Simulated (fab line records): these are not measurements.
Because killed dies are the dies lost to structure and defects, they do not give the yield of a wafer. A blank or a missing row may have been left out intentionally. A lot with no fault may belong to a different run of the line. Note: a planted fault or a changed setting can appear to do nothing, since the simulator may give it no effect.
fab line records -- flow n5-finfet
record: lots: 6, wafers: 18, last-day: 16
route steps=1938 shown BEOL_M7@1297 PASSIVATION@1936
lots that met no fault: from a run of the same line without faults
start-h: hours from the record's first day to the start of the lot's first wafer shown -- wait-h: how many hours have passed since the lot's step before this one -- " repeats the value in the row above -- L1.1+2: a single row standing in for several wafers -- - value missing, or start not given -- * or withheld: withheld -- < > ~ a bound
route shown NAME@n: a module of which the file shows steps, and the number in the route of the first -- usual: the fault-free wafers' mean and standard deviation -- same: alike in all rows -- chamber/n: place in a boat -- sites: each site's reading -- _std_site: the standard deviation of these -- _edge_site: mean of outer sites minus mean of inner sites -- radius-mm: how far each site lies from the wafer's centre -- mask NAME#n: copy n -- behind: the last tool/chamber to shape the wafer -- hold: why the lot was held/for how many hours/how that ended -- device: transistor that didn't switch, given as n, p or np -- end of line: the route-end tests of the same wafers -- a step without rows: its recipe alone -- killed: the dies lost at the first sort to structure and to defects; this is not the yield of the wafer -- map: per-die view of a wafer (x killed, . not killed, _ where there is no die)
set.NAME: the setting the step ran with; set.NAME@STEP: the setting that earlier step ran with -- model.NAME: the simulator's own value behind a step, which no gauge read
certain route steps with their lots: each step a table, each wafer a row
services: the hour from which a tool's chamber was out of use, counted from the record's first day as start-h (under 0 if before that day), plus the number of hours and why
== steps ==
step: N5_BEOL_M7_OVL_MEAS_29
recipe: points-per-wafer: 522
usual: V6_OVL: -0.2/0.6
lot.wafer,tool,chamber,start-h,wait-h,V6_OVL[nm]
L816.1,overlay-02,0,203.18,0.0,0.2
L816.2,overlay-02,0,203.18,0.0,-0.4
L816.4,overlay-02,0,203.18,0.0,-0.6
L815.1,overlay-01,0,203.22,0.0,-1.2
L815.4,overlay-01,0,203.22,0.0,0.3
L815.6,overlay-01,0,203.22,0.0,-0.5
L822.3,overlay-02,0,228.33,0.0,-0.8
L822.4,overlay-02,0,228.33,0.0,-0.4
L822.5,overlay-02,0,228.33,0.0,-0.9
L824.1,overlay-01,0,237.12,0.0,-0.2
L824.2,overlay-01,0,237.12,0.0,-0.7
L824.3,overlay-01,0,237.12,0.0,0.9
L832.1,overlay-01,0,303.43,0.0,0.0
L832.4,overlay-01,0,303.43,0.0,0.0
L832.6,overlay-01,0,303.43,0.0,-0.2
L833.1,overlay-02,0,312.14,0.0,0.5
L833.3,overlay-02,0,312.14,0.0,-0.7
L833.5,overlay-02,0,312.14,0.0,-0.9
step: N5_BEOL_M7_INSPECT_30
recipe: mode: adi, inspect-instrument: brightfield
usual: raw-defect-count: 440/120
lot.wafer,tool,chamber,start-h,wait-h,raw-defect-count
L816.1,defect-inspect-02,-,203.23,0.1,334
L816.2,defect-inspect-02,-,203.23,0.1,306
L816.4,defect-inspect-02,-,203.23,0.1,459
L815.1,defect-inspect-01,-,203.28,0.1,319
L815.4,defect-inspect-01,-,203.28,0.1,473
L815.6,defect-inspect-01,-,203.28,0.1,447
L822.3,defect-inspect-01,-,228.38,0.0,488
L822.4,defect-inspect-01,-,228.38,0.0,357
L822.5,defect-inspect-01,-,228.38,0.0,352
L824.1,defect-inspect-01,-,237.18,0.1,304
L824.2,defect-inspect-01,-,237.18,0.1,307
L824.3,defect-inspect-01,-,237.18,0.1,340
L832.1,defect-inspect-02,-,303.49,0.1,384
L832.4,defect-inspect-02,-,303.49,0.1,469
L832.6,defect-inspect-02,-,303.49,0.1,449
L833.1,defect-inspect-01,-,312.20,0.1,579
L833.3,defect-inspect-01,-,312.20,0.1,631
L833.5,defect-inspect-01,-,312.20,0.1,433
step: N5_BEOL_M7_DESCUM_33
recipe: chemistry: O2, time-s: 7, source-power-w: 50, bias-power-w: 20, pressure-mtorr: 20, rf-frequency-hz: 2.712e+07, temp-c: 40, resist: CAR-EUV, o2-flow-sccm: 225
usual: drypump-motor-current-A: 5.8/0.44, oes-product-au: 0.77/0.088, rf-vpp-V: 243.4/1.6, showerhead-plenum-p-Torr: 2.11/0.086, throttle-valve-pct: 20.4/0.36
lot.wafer,tool,chamber,start-h,wait-h,drypump-motor-current-A,oes-product-au,rf-hours-counter-h,rf-vpp-V,showerhead-plenum-p-Torr,throttle-valve-pct
L816.1,rie-diel-02,0,203.43,0.2,5.8,0.71,192,243.0,2.18,20.5
L816.2,rie-diel-02,2,203.43,0.2,5.1,0.80,90,245.6,2.11,20.4
L816.4,rie-diel-02,1,203.43,0.2,5.8,0.87,34,245.0,2.23,20.0
L815.1,rie-diel-06,3,203.46,0.2,5.7,0.88,39,241.6,2.06,20.4
L815.4,rie-diel-06,2,203.46,0.2,6.1,0.70,195,241.4,2.01,21.0
L815.6,rie-diel-06,0,203.46,0.2,6.8,0.70,-,245.2,2.18,20.6
L822.3,rie-diel-06,3,228.85,0.5,5.8,0.87,47,242.4,2.06,20.4
L822.4,rie-diel-06,1,228.85,0.5,6.4,0.88,50,242.0,2.06,20.3
L822.5,rie-diel-06,3,228.85,0.5,5.7,0.89,-,241.6,2.06,20.4
L824.1,rie-diel-06,3,237.21,0.0,5.7,0.87,50,243.3,2.06,20.4
L824.2,rie-diel-06,2,237.21,0.0,6.1,0.70,204,241.3,2.01,21.0
L824.3,rie-diel-06,0,237.21,0.0,6.8,0.69,209,244.6,2.17,20.6
L832.1,rie-diel-02,2,303.53,0.0,5.1,0.77,117,242.9,2.10,20.5
L832.4,rie-diel-02,1,303.53,0.0,5.7,0.82,-,246.6,2.22,20.1
L832.6,rie-diel-02,0,303.53,0.0,5.8,0.69,-,242.8,2.17,20.6
L833.1,rie-diel-02,1,312.24,0.0,5.7,0.82,71,245.0,2.22,20.1
L833.3,rie-diel-02,2,312.24,0.0,5.1,0.77,120,242.4,2.10,20.5
L833.5,rie-diel-02,1,312.24,0.0,5.7,0.82,-,245.3,2.22,20.1
step: N5_BEOL_M7_ETCH_72
recipe: chemistry: N2/H2, target: underlayer, target-depth-a: 65, mask-material: CAR-EUV, time-s: 5.2, ion-energy-ev: 200, pressure-mtorr: 30, source-w: 840, bias-w: 150, n2-flow-sccm: 200, h2-flow-sccm: 200, ends: cleared
step: N5_BEOL_M7_ETCH_65
recipe: chemistry: CF4, target: SiARC, target-depth-a: 156, mask-material: CAR-EUV, time-s: 26, ion-energy-ev: 80, pressure-mtorr: 40, source-w: 545, bias-w: 36, Ar_flow_sccm: 100, cf4-flow-sccm: 100, ends: cleared
step: N5_BEOL_M7_ETCH_66
recipe: chemistry: N2/H2, target: SOC, target-depth-a: 800, overetch-a: 160, mask-material: SiARC, temp-c: 40, time-s: 120, ion-energy-ev: 200, pressure-mtorr: 30, source-w: 840, bias-w: 150, n2-flow-sccm: 200, h2-flow-sccm: 200
step: N5_BEOL_M7_STRIP_69
recipe: chemistry: N2/H2, temp-c: 40, n2-flow-sccm: 200, h2-flow-sccm: 200, rf-frequency-hz: 6e+07
step: N5_BEOL_M7_STRIP_73
recipe: chemistry: N2/H2, temp-c: 40, n2-flow-sccm: 200, h2-flow-sccm: 200, rf-frequency-hz: 6e+07
step: N5_BEOL_M7_VIA_ETCH_34
recipe: chemistry: C4F6/O2, target: SiCOH_lowk, target-depth-a: 1255, mask-material: SOC, taper-deg: 4, time-s: 50.5, ion-energy-ev: 250, pressure-mtorr: 30, source-w: 345, bias-w: 185, Ar_flow_sccm: 300, C4F6_flow_sccm: 10, O2_flow_sccm: 10
usual: drypump-motor-current-A: 5.8/0.45, oes-product-au: 0.77/0.09, rf-fwd-power-W: 341.5/1.3, rf-vpp-V: 669/16, showerhead-plenum-p-Torr: 2.86/0.1, throttle-valve-pct: 20.84/0.29
lot.wafer,tool,chamber,start-h,wait-h,drypump-motor-current-A,oes-product-au,rf-fwd-power-W,rf-hours-counter-h,rf-vpp-V,showerhead-plenum-p-Torr,throttle-valve-pct
L816.1,rie-diel-02,0,203.61,0.0,5.8,0.69,341.8,192,679,2.90,20.70
L816.2,rie-diel-02,2,203.61,0.0,5.1,0.78,341.9,90,649,2.88,20.99
L816.4,rie-diel-02,1,203.61,0.0,5.7,0.87,341.9,34,694,3.02,20.45
L815.1,rie-diel-06,3,203.64,0.0,5.7,0.87,344.2,40,666,2.80,20.85
L815.4,rie-diel-06,3,203.64,0.0,5.8,0.87,344.1,-,664,2.80,20.85
L815.6,rie-diel-06,2,203.64,0.0,6.1,0.70,341.0,-,692,2.71,21.30
L822.3,rie-diel-06,3,229.03,0.0,5.8,0.86,342.9,48,666,2.79,20.85
L822.4,rie-diel-06,1,229.03,0.0,6.5,0.87,342.3,50,659,2.79,20.72
L822.5,rie-diel-06,3,229.03,0.0,5.7,0.85,343.0,-,664,2.80,20.85
L824.1,rie-diel-06,3,237.39,0.0,5.8,0.85,341.6,50,666,2.79,20.85
L824.2,rie-diel-06,2,237.39,0.0,6.1,0.69,340.4,204,691,2.71,21.32
L824.3,rie-diel-06,0,237.39,0.0,6.8,0.68,341.8,209,650,2.91,20.86
L832.1,rie-diel-02,2,303.71,0.0,5.1,0.75,343.0,117,649,2.87,21.04
L832.4,rie-diel-02,1,303.71,0.0,5.8,0.82,340.4,-,694,3.00,20.50
L832.6,rie-diel-02,0,303.71,0.0,5.8,0.66,341.2,-,679,2.89,20.75
L833.1,rie-diel-02,1,312.42,0.0,5.7,0.83,341.5,71,692,3.00,20.50
L833.3,rie-diel-02,2,312.42,0.0,5.1,0.75,341.4,120,649,2.87,21.03
L833.5,rie-diel-02,1,312.42,0.0,5.7,0.83,342.1,-,692,3.00,20.50
step: N5_BEOL_M7_STRIP_76
recipe: chemistry: C4F6/O2, resist: SiARC, rf-frequency-hz: 6e+07
step: N5_BEOL_M7_STRIP_36
recipe: chemistry: N2/H2, power-w: 450, temp-c: 40, pressure-mtorr: 20, rf-frequency-hz: 6e+07, overash-fraction: 0.3, bias-power-w: 7, h2-frac: 0.5, n2-flow-sccm: 200, h2-flow-sccm: 200
usual: drypump-motor-current-A: 5.8/0.44, oes-product-au: 0.77/0.087, rf-vpp-V: 59.3/1.6, showerhead-plenum-p-Torr: 2.56/0.1, throttle-valve-pct: 23.6/0.37
lot.wafer,tool,chamber,start-h,wait-h,drypump-motor-current-A,oes-product-au,rf-hours-counter-h,rf-vpp-V,showerhead-plenum-p-Torr,throttle-valve-pct
L816.1,rie-diel-02,0,203.66,0.0,5.8,0.72,192,60.1,2.63,23.6
L816.2,rie-diel-02,2,203.66,0.0,5.1,0.80,90,60.1,2.54,23.5
L816.4,rie-diel-02,1,203.66,0.0,5.7,0.88,34,60.6,2.70,23.2
L815.1,rie-diel-06,3,203.69,0.0,5.8,0.89,40,59.8,2.47,23.6
L815.4,rie-diel-06,3,203.69,0.0,5.8,0.87,-,57.4,2.47,23.7
L815.6,rie-diel-06,2,203.69,0.0,6.2,0.71,-,60.3,2.44,24.4
L822.3,rie-diel-06,3,229.08,0.0,5.8,0.87,48,61.1,2.47,23.7
L822.4,rie-diel-06,1,229.08,0.0,6.5,0.87,50,61.3,2.49,23.6
L822.5,rie-diel-06,3,229.08,0.0,5.8,0.87,-,61.9,2.47,23.7
L824.1,rie-diel-06,3,237.44,0.0,5.8,0.88,50,56.6,2.47,23.6
L824.2,rie-diel-06,2,237.44,0.0,6.1,0.70,204,59.5,2.43,24.4
L824.3,rie-diel-06,0,237.44,0.0,6.8,0.70,209,59.8,2.62,23.7
L832.1,rie-diel-02,2,303.76,0.0,5.1,0.75,117,57.9,2.53,23.5
L832.4,rie-diel-02,1,303.76,0.0,5.7,0.82,-,57.0,2.69,23.2
L832.6,rie-diel-02,0,303.76,0.0,5.8,0.68,-,62.5,2.61,23.7
L833.1,rie-diel-02,1,312.47,0.0,5.7,0.82,71,61.0,2.69,23.2
L833.3,rie-diel-02,2,312.47,0.0,5.1,0.77,120,58.1,2.53,23.5
L833.5,rie-diel-02,1,312.47,0.0,5.7,0.82,-,61.5,2.69,23.2
step: N5_BEOL_M7_TRENCH_ETCH_37
recipe: chemistry: C4F6/O2, target-depth-a: 934.78, target: SiCOH_lowk, time-s: 31.2, ion-energy-ev: 250, pressure-mtorr: 30, source-w: 345, bias-w: 185, Ar_flow_sccm: 300, C4F6_flow_sccm: 10, O2_flow_sccm: 10
usual: drypump-motor-current-A: 5.8/0.44, oes-product-au: 0.77/0.09, rf-fwd-power-W: 340.1/1.5, rf-vpp-V: 669/16, showerhead-plenum-p-Torr: 2.86/0.1, throttle-valve-pct: 20.87/0.29
lot.wafer,tool,chamber,start-h,wait-h,drypump-motor-current-A,oes-product-au,rf-fwd-power-W,rf-hours-counter-h,rf-vpp-V,showerhead-plenum-p-Torr,throttle-valve-pct
L816.1,rie-diel-02,0,-,-,5.8,0.69,337.0,192,679,2.91,20.72
L816.2,rie-diel-02,2,-,-,5.1,0.78,340.2,90,649,2.88,21.01
L816.4,rie-diel-02,1,-,-,5.7,0.87,339.2,34,693,3.02,20.48
L815.1,rie-diel-06,3,-,-,5.7,0.88,342.8,40,666,2.80,20.89
L815.4,rie-diel-06,3,-,-,5.8,0.88,341.3,-,666,2.80,20.87
L815.6,rie-diel-06,2,-,-,6.1,0.70,338.9,-,692,2.71,21.33
L822.3,rie-diel-06,3,-,-,5.8,0.86,341.6,48,665,2.80,20.89
L822.4,rie-diel-06,1,-,-,6.5,0.87,341.9,50,657,2.79,20.75
L822.5,rie-diel-06,3,-,-,5.7,0.86,342.0,-,665,2.79,20.88
L824.1,rie-diel-06,3,-,-,5.8,0.86,340.8,50,664,2.79,20.89
L824.2,rie-diel-06,2,-,-,6.1,0.70,338.9,204,692,2.71,21.35
L824.3,rie-diel-06,0,-,-,6.7,0.69,340.5,209,651,2.91,20.90
L832.1,rie-diel-02,2,-,-,5.1,0.75,338.7,117,648,2.87,21.06
L832.4,rie-diel-02,1,-,-,5.7,0.83,339.0,-,694,3.00,20.53
L832.6,rie-diel-02,0,-,-,5.8,0.66,339.1,-,680,2.89,20.78
L833.1,rie-diel-02,1,-,-,5.8,0.82,340.6,71,692,3.00,20.54
L833.3,rie-diel-02,2,-,-,5.1,0.76,341.0,120,649,2.87,21.06
L833.5,rie-diel-02,1,-,-,5.8,0.83,340.1,-,693,3.00,20.55
step: N5_BEOL_M7_ETCH_41
recipe: chemistry: CH3F/O2, target: SiCN, target-depth-a: 319, taper-deg: 2, time-s: 57.8, ion-energy-ev: 120, mask-material: TiN, pressure-mtorr: 30, source-w: 395, bias-w: 75, Ar_flow_sccm: 150, CH3F_flow_sccm: 30, O2_flow_sccm: 20
usual: drypump-motor-current-A: 5.8/0.45, oes-product-au: 0.77/0.091, rf-fwd-power-W: 391.3/1.5, rf-vpp-V: 297.6/1.9, showerhead-plenum-p-Torr: 2.01/0.076, throttle-valve-pct: 16.28/0.28
lot.wafer,tool,chamber,start-h,wait-h,drypump-motor-current-A,oes-product-au,rf-fwd-power-W,rf-hours-counter-h,rf-vpp-V,showerhead-plenum-p-Torr,throttle-valve-pct,model.etch.depth-nm
L816.1,rie-diel-02,0,203.74,-,5.8,0.69,389.3,192,299.8,2.05,16.23,21.15
L816.2,rie-diel-02,2,203.74,-,5.0,0.78,391.0,90,297.2,2.02,16.37,21.23
L816.4,rie-diel-02,1,203.74,-,5.7,0.88,391.8,34,299.7,2.13,15.88,21.53
L815.1,rie-diel-06,3,203.76,-,5.8,0.87,392.0,40,296.9,1.97,16.20,21.22
L815.4,rie-diel-06,3,203.76,-,5.8,0.88,391.6,-,297.0,1.96,16.19,21.36
L815.6,rie-diel-06,2,203.76,-,6.1,0.69,392.0,-,295.3,1.90,16.74,21.04
L822.3,rie-diel-06,3,229.15,-,5.8,0.80,297.2,48,324.2,1.96,16.21,19.2
L822.4,rie-diel-06,1,229.15,-,6.5,0.82,296.8,50,323.9,1.96,16.08,19.19
L822.5,rie-diel-06,3,229.15,-,5.8,0.80,298.4,-,324.1,1.96,16.22,19.33
L824.1,rie-diel-06,3,237.51,-,5.7,0.81,296.2,50,324.3,1.96,16.22,19.4
L824.2,rie-diel-06,2,237.51,-,6.1,0.65,295.8,204,323.5,1.90,16.74,19.16
L824.3,rie-diel-06,0,237.51,-,6.7,0.64,297.7,209,326.2,2.05,16.38,18.99
L832.1,rie-diel-02,2,303.83,-,5.1,0.75,390.7,117,298.9,2.02,16.44,20.93
L832.4,rie-diel-02,1,303.83,-,5.8,0.82,391.3,-,299.6,2.12,15.95,21.5
L832.6,rie-diel-02,0,303.83,-,5.8,0.65,389.9,-,298.4,2.03,16.28,20.7
L833.1,rie-diel-02,1,312.54,-,5.8,0.83,390.6,71,300.2,2.11,15.94,21.59
L833.3,rie-diel-02,2,312.54,-,5.0,0.75,391.5,120,295.4,2.01,16.44,21.16
L833.5,rie-diel-02,1,312.54,-,5.8,0.84,389.1,-,297.9,2.11,15.96,21.63
step: N5_BEOL_M7_STRIP_80
recipe: chemistry: N2/H2, time-s: 10, power-w: 450, temp-c: 40, pressure-mtorr: 20, rf-frequency-hz: 6e+07, bias-power-w: 7, n2-flow-sccm: 200, h2-flow-sccm: 200
usual: drypump-motor-current-A: 5.8/0.44, oes-product-au: 0.77/0.087, rf-vpp-V: 59.2/0.94, showerhead-plenum-p-Torr: 2.56/0.1, throttle-valve-pct: 23.6/0.37
lot.wafer,tool,chamber,start-h,wait-h,drypump-motor-current-A,oes-product-au,rf-hours-counter-h,rf-vpp-V,showerhead-plenum-p-Torr,throttle-valve-pct
L816.1,rie-diel-02,0,-,-,5.8,0.71,192,58.8,2.63,23.6
L816.2,rie-diel-02,2,-,-,5.1,0.80,90,58.8,2.54,23.5
L816.4,rie-diel-02,1,-,-,5.7,0.88,34,59.3,2.70,23.2
L815.1,rie-diel-06,3,-,-,5.8,0.88,40,58.8,2.47,23.7
L815.4,rie-diel-06,3,-,-,5.8,0.89,-,57.0,2.47,23.6
L815.6,rie-diel-06,2,-,-,6.1,0.71,-,59.4,2.44,24.4
L822.3,rie-diel-06,3,-,-,5.8,0.87,48,59.5,2.47,23.7
L822.4,rie-diel-06,1,-,-,6.5,0.88,50,58.7,2.48,23.6
L822.5,rie-diel-06,3,-,-,5.8,0.88,-,60.5,2.47,23.6
L824.1,rie-diel-06,3,-,-,5.8,0.87,50,59.1,2.47,23.7
L824.2,rie-diel-06,2,-,-,6.1,0.70,204,57.8,2.43,24.4
L824.3,rie-diel-06,0,-,-,6.8,0.69,209,59.1,2.62,23.7
L832.1,rie-diel-02,2,-,-,5.1,0.78,117,59.0,2.53,23.6
L832.4,rie-diel-02,1,-,-,5.7,0.82,-,60.9,2.69,23.2
L832.6,rie-diel-02,0,-,-,5.8,0.68,-,59.5,2.61,23.7
L833.1,rie-diel-02,1,-,-,5.8,0.82,71,59.5,2.69,23.2
L833.3,rie-diel-02,2,-,-,5.1,0.78,120,59.9,2.53,23.5
L833.5,rie-diel-02,1,-,-,5.7,0.82,-,59.0,2.69,23.2
step: N5_PASSIVATION_PROBE_49
usual: defect-limited-yield: 91.7/1.4, killed_at_M0_to_M3: 32/9.7, killed_at_M4_up: 14/5.5, killed-at-contacts: 13/6.1, killed-at-front-end: 35/10, killed-at-other: 4.2/2.9, killed-dies: 98/17, killed-on-rim: 13/4.2, killed-open: 63/12, killed-short: 32/7.7, sort_bin_5_function: 4.8/0.9, sort_bin_6_memory: 3.1/0.63, sort-n-pass: 1073/41, sort-yield-pct: 91/3.5
same: gross-dies: 1180, killed-at-back-side: 0, sort_bin_4_leakage[%]: 0, sort_bin_8_speed[%]: 0
lot.wafer,tool,chamber,start-h,wait-h,defect-limited-yield[%],killed_at_M0_to_M3,killed_at_M4_up,killed-at-contacts,killed-at-front-end,killed-at-other,killed-dies,killed-on-rim,killed-open,killed-short,sort_bin_5_function[%],sort_bin_6_memory[%],sort-n-pass,sort-yield-pct[%]
L815.1,prober-02,-,276.59,0.3,91.0,33,22,12,37,2,106,14,73,30,5.6,3.2,1074,91
L815.4,prober-02,-,276.74,0.4,92.4,27,18,7,35,3,90,12,61,29,4.6,3.0,1090,92
L815.6,prober-02,-,276.84,0.5,92.1,28,23,7,33,2,93,12,59,28,4.3,2.9,1087,92
L822.3,prober-01,-,305.68,0.1,89.5,44,11,11,53,5,124,16,60,54,6.6,3.6,1056,89
L822.4,prober-01,-,305.73,0.2,92.3,50,9,5,19,8,91,9,57,25,4.7,2.7,1089,92
L822.5,prober-01,-,305.78,0.2,92.1,31,12,7,38,5,93,13,64,26,3.7,3.9,1086,92
L824.1,prober-01,-,321.58,0.0,92.1,29,11,16,27,10,93,12,74,16,4.4,3.1,1087,92
L824.2,prober-01,-,321.63,0.1,91.7,45,14,10,28,1,98,16,66,30,5.2,3.0,1082,92
L824.3,prober-01,-,321.68,0.1,92.1,29,11,9,39,5,93,14,59,27,4.9,2.8,1087,92
L832.1,prober-01,-,383.19,0.0,89.2,29,18,15,56,9,127,20,93,33,6.3,4.3,1053,89
L832.4,prober-01,-,383.34,0.2,91.6,23,15,19,32,10,99,18,73,25,5.3,2.8,1079,91
L832.6,prober-01,-,383.44,0.3,88.6,31,15,20,67,2,135,22,88,41,6.9,3.7,1045,89
killed by level:class
L815.1 MOL_CONTACT_COAG:geometric-particle:open=9 BEOL_M4:geometric-particle:open=9 FIN_SAQP:geometric-particle:open=7 STI_FIN_REVEAL:geometric-particle:open=7 BEOL_M0_SAQP:geometric-particle:open=7 BEOL_M1:geometric-particle:open=7 BEOL_M3:geometric-particle:open=7 FIN_SAQP:geometric-particle:short=6
L815.4 BEOL_M4:geometric-particle:open=9 ILD0:geometric-particle:open=6 MOL_CONTACT_COAG:geometric-particle:open=6 BEOL_M3:geometric-particle:open=6 FIN_SAQP:geometric-particle:short=5 BEOL_M0_SAQP:geometric-particle:open=5 STI_FIN_REVEAL:geometric-particle:open=4 STARTING-WAFER:geometric-particle:short=4
L815.6 BEOL_M4:geometric-particle:open=12 STI_FIN_REVEAL:geometric-particle:open=10 BEOL_M3:geometric-particle:open=7 HKMG_FIN:area-etch=6 MOL_CONTACT_COAG:geometric-particle:open=5 FIN_SAQP:geometric-particle:short=4 BEOL_M0_SAQP:geometric-particle:short=4 BEOL_M2:geometric-particle:open=4
L822.3 FIN_SAQP:geometric-particle:short=16 BEOL_M0_SAQP:geometric-particle:short=15 FIN_SAQP:geometric-particle:open=10 MOL_CONTACT_COAG:geometric-particle:open=9 BEOL_M0_SAQP:geometric-particle:open=8 FIN_CUT:area-etch=7 BEOL_M1:geometric-particle:open=6 BEOL_M2:geometric-particle:open=5
L822.4 BEOL_M1:geometric-particle:open=15 BEOL_M0_SAQP:geometric-particle:open=8 BEOL_M0_SAQP:geometric-particle:short=8 BEOL_M2:geometric-particle:open=7 BEOL_M3:geometric-particle:open=7 STI_FIN_REVEAL:geometric-particle:open=4 MOL_CONTACT_COAG:geometric-particle:open=3 BEOL_M0:geometric-particle:short=3
L822.5 STI_FIN_REVEAL:geometric-particle:open=12 BEOL_M0_SAQP:geometric-particle:open=11 MOL_CONTACT_COAG:geometric-particle:open=7 BEOL_M0_SAQP:geometric-particle:short=7 BEOL_M4:geometric-particle:open=7 FIN_SAQP:geometric-particle:open=6 BEOL_M1:geometric-particle:short=4 DUMMY_GATE:geometric-particle:open=3
L824.1 MOL_CONTACT_COAG:geometric-particle:open=16 DUMMY_GATE:geometric-particle:open=7 BEOL_M0_SAQP:geometric-particle:open=7 BEOL_M3:geometric-particle:open=7 FIN_SAQP:geometric-particle:open=5 BEOL_M1:geometric-particle:open=5 BEOL_M2:geometric-particle:open=4 BEOL_M0_SAQP:geometric-particle:short=3
L824.2 MOL_CONTACT_COAG:geometric-particle:open=8 BEOL_M0_SAQP:geometric-particle:short=8 BEOL_M3:geometric-particle:open=8 BEOL_M2:geometric-particle:open=7 BEOL_M0_SAQP:geometric-particle:open=7 BEOL_M1:geometric-particle:open=7 FIN_SAQP:geometric-particle:open=6 STI_FIN_REVEAL:geometric-particle:open=6
L824.3 FIN_SAQP:geometric-particle:open=11 BEOL_M3:geometric-particle:open=9 MOL_CONTACT_COAG:geometric-particle:open=8 BEOL_M0_SAQP:geometric-particle:short=7 FIN_SAQP:geometric-particle:short=5 STI_FIN_REVEAL:geometric-particle:open=4 BEOL_M0_SAQP:geometric-particle:open=4 BEOL_M4:geometric-particle:open=4
L832.1 STI_FIN_REVEAL:geometric-particle:open=23 MOL_CONTACT_COAG:geometric-particle:open=14 BEOL_M0_SAQP:geometric-particle:open=8 GATE_CUT:geometric-particle:short=7 BEOL_M2:geometric-particle:open=7 BEOL_M3:geometric-particle:open=7 BEOL_M5:geometric-particle:open=7 FIN_SAQP:geometric-particle:open=5
L832.4 MOL_CONTACT_COAG:geometric-particle:open=14 DUMMY_GATE:geometric-particle:open=10 STI_FIN_REVEAL:geometric-particle:open=7 BEOL_M1:geometric-particle:open=6 BEOL_M0_SAQP:geometric-particle:open=6 BEOL_M4:geometric-particle:open=6 MOL_CONTACT_COAG:geometric-particle:short=5 BEOL_M0_SAQP:geometric-particle:short=4
L832.6 FIN_SAQP:geometric-particle:open=16 MOL_CONTACT_COAG:geometric-particle:open=14 STI_FIN_REVEAL:geometric-particle:open=11 DUMMY_GATE:geometric-particle:open=9 FIN_SAQP:geometric-particle:short=8 BEOL_M0_SAQP:geometric-particle:open=8 BEOL_M0_SAQP:geometric-particle:short=7 BEOL_M1:geometric-particle:open=7
== services ==
tool,chamber,start-h,hours,kind
rie-diel-02,3,289.51,-,clean
rie-diel-02,3,289.51,-,consumable-replace:focus-ring
rie-diel-02,3,289.51,-,consumable-replace:showerhead
rie-diel-02,3,289.51,19.7,scheduled-down
rie-diel-02,3,289.51,19.7,vent-cycle
rie-diel-06,2,307.54,9.9,repair
== key ==
first-sign: step: N5_BEOL_M7_ETCH_41, reading: rf-fwd-power-W, direction: down, sigmas: 64, usual: *, struck: *
effect: step: N5_BEOL_M7_ETCH_41, reading: rf-vpp-V, direction: up, sigmas: 14, usual: 297.6, struck: 324.4
model-effect: step: N5_BEOL_M7_ETCH_41, value: etch.depth-nm, without: 21.29, struck: 19.21
met-at N5_BEOL_M7_ETCH_41
struck-wafers L822.3,L822.4,L822.5,L824.1,L824.2,L824.3
onset-between 203.76 229.15
fault: kind: process-parameter-drift, tool: rie-diel-06, chamber: -, onset-h: 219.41, steps: N5_BEOL_M7_ETCH_41, channel: source-w, offset: -94.8, shape: step, end-h: 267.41, acts-in: these-recipes-only, stated: 395
